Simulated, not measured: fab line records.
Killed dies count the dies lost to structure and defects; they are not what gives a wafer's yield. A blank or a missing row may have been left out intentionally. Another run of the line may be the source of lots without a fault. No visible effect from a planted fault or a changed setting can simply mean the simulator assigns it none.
Comparing a struck lot with a sound one ; flow nand harc ; 17 out of 1302 route steps
Sound: these wafers, L904.1, L904.2, L904.3. The struck wafers were L909.2, L909.4, L909.6. The cause is named last.
At each step with rows: each side's tool, then ch and its chambers, then its first start. Under that, the readings that differ: sound wafers ; struck wafers ; difference of the means ; sigmas: that difference in standard deviations of wafers without a fault.
alike: readings with means less than 2 such deviations apart, plus words and numbers identical on both sides. not compared: withheld readings, readings lacking a value on some wafer, bounds such as >300 that could conceal the same value, and numbers that have no deviation in the record and whose values overlap.
Wherever a step has rows on one side only, a row that says differs or no value, or a row with sigmas, the two part there. Numbers that don't overlap but have no deviation are shown without sigmas and don't part them. A reading missing from all wafers of one side parts the sides only when that side holds two or more wafers.

NHARC_P_M1_INSPECT_11:
  struck on defect inspect-02, day 12 07:14; sound on defect inspect-02, day 9 13:14
  alike: raw defect count
then, 2 steps without rows for these wafers: NHARC_P_M1_DESCUM_14 (chemistry O2, time 3 s); NHARC_P_M1_ETCH_35 (etches the open film in N2/H2, target depth 40 nm, overetch 12 nm, time 43.94 s).
NHARC_P_M1_ETCH_15: etches the open film in C4F8/Ar, target depth 182.5 nm, time 91.2 s.
  sound on rie diel-03 ch 0,1,3; struck on rie diel-03 ch 0,2
  alike: oes product au, rf vpp V
  not compared: rf hours counter h
NHARC_P_M1_CD_MEAS_16:
  struck on cd sem-01, day 12 07:38; sound on cd sem-01, day 9 13:35
  alike: cd nm
NHARC_P_M1_STRIP_18: strips in N2/H2.
  sound on rie diel-06 ch 0,1,3, day 9 13:41; struck on rie diel-03 ch 0,2, day 12 07:45
  alike: drypump motor current A, mfc ar sccm, n2 flow sccm, oes product au, rf vpp V, showerhead plenum p Torr, throttle valve pct
  not compared: rf hours counter h
NHARC_P_M1_ETCH_28: etches the open film in CF4/N2, target depth 30 nm, time 72.99 s.
  sound on rie diel-06 ch 1,2,3; struck on rie diel-03 ch 1,2
  alike: drypump motor current A, mfc ar sccm, n2 flow sccm, oes product au, rf vpp V, showerhead plenum p Torr, throttle valve pct
  not compared: rf hours counter h
then, 2 steps without rows for these wafers: NHARC_P_M1_STRIP_19 (strips in post etch residue remover, time 600 s); NHARC_P_M1_DEGAS_29 (time 60 s).
NHARC_P_M1_PRE_CLEAN_30: time 30 s.
  sound on pvd sputter-01; struck on pvd sputter-03
  alike: heater power w, susceptor temp C
NHARC_P_M1_PVD_20: deposits TaN, target thk 5 nm, time 8.06 s.
  sound on pvd sputter-01; struck on pvd sputter-03
  alike: bias v, chamber pressure pa, throttle valve pct
then, 1 step without rows for these wafers: NHARC_P_M1_PVD_21 (deposits Cu, target thk 30 nm, time 20.49 s).
NHARC_P_M1_ECD_22: material Cu, target thk 400 nm.
  sound on ecd cu-01 ch 0,1, day 9 14:42; struck on ecd cu-02 ch 0,1, day 12 08:46
  no value came back on the struck wafers for bath heat duty pct (%), bath temp c (C); on the sound wafers bath heat duty pct (%) reads 4.9 4.7 5.6
then, 1 step without rows for these wafers: NHARC_P_M1_ANNEAL_31 (time 90 s).
NHARC_P_M1_CMP_23: polishes, t overpolish 20 s, target thk 157.82 nm.
  sound on cmp-04 ch 0,1,2, day 9 15:26; struck on cmp-03 ch 1,2, day 12 09:30
reading;sound;struck;difference;sigmas
time to endpoint s (s);32 33 29;6 2 6;-27;-7
  alike: edge zone pressure frac, motor current A
  not compared: pad life wafers
NHARC_P_M1_THK_MEAS_24: measures by xrf.
  struck on film metro-01, day 12 09:49; sound on film metro-01, day 9 15:44
reading;sound;struck;difference;sigmas
thk nm (nm);158.3 156.5 158.1;29.3 28.8 30.2;-128.2;-71
following that, these wafers have no rows for 1 step: NHARC_P_M1_SRD_25.

== WHERE THEY PART ==
Last at NHARC_P_M1_THK_MEAS_24 as far as this record goes, first at NHARC_P_M1_ECD_22.

WHY: whatever the simulator had introduced
At NHARC_P_M1_ECD_22, the step was skipped entirely on ecd cu-02 from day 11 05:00 on. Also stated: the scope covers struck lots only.
